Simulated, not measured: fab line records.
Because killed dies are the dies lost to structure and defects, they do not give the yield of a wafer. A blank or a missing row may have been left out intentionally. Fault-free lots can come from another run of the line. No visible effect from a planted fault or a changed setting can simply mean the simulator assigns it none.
Chamber matching + flow n5Finfet + N5_GATE_CUT_CMP_02 on cmp-04: 4 sister chambers
The step polishes, stops on SiO2, t overpolish 12.7 s, target thk 0 nm. 4 wafers are shown with their chamber, then 8 later ones without.

## WAFERS, EACH WITH ITS CHAMBER
| wafer  | chamber | motorCurrentA (A) |
|--------|---------|-------------------|
| L080.6 | 2       | 8.1               |
| L082.2 | 3       | 9.4               |
| L082.4 | 0       | 7.9               |
| L085.4 | 1       | 9.1               |

## WAFERS WITHOUT THEIR CHAMBER
| wafer  | motorCurrentA (A) |
|--------|-------------------|
| L085.5 | 8.8               |
| L085.6 | 7.4               |
| L091.1 | 9.1               |
| L091.3 | 7.9               |
| L091.5 | 8.0               |
| L096.1 | 8.7               |
| L096.2 | 8.4               |
| L096.5 | 7.7               |

## WHICH CHAMBER EACH ONE RAN IN
| wafer  | from the rows above               | in truth |
|--------|-----------------------------------|----------|
| L085.5 | can't be placed: 1 or 3 or 2      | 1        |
| L085.6 | can't be placed: 0 or 2           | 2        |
| L091.1 | can't be placed: 1 or 3           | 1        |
| L091.3 | can't be placed: 0 or 2           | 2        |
| L091.5 | can't be placed: 0 or 2           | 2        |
| L096.1 | can't be placed: 1 or 2 or 3 or 0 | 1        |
| L096.2 | can't be placed: 2 or 0 or 1      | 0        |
| L096.5 | can't be placed: 0 or 2           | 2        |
0 of 8 placed correctly. These rows do not allow placing 8 (true chamber among the candidates in 8). Number placed wrongly: 0.
How it was worked out, from the rows above alone: a wafer's distance from a chamber is the root of the sum, over the readings, of the square of ((its reading less the chamber's mean) divided by the reading's scatter). If the next closest chamber is less than 2 further off than the closest, the wafer can't be placed; otherwise it belongs to the closest. For every chamber, the mean is computed from those of its wafers that are shown. The scatter (one wafer shown for each chamber): square how far every hidden wafer sits from the nearest shown wafer, average those squares and take the square root.
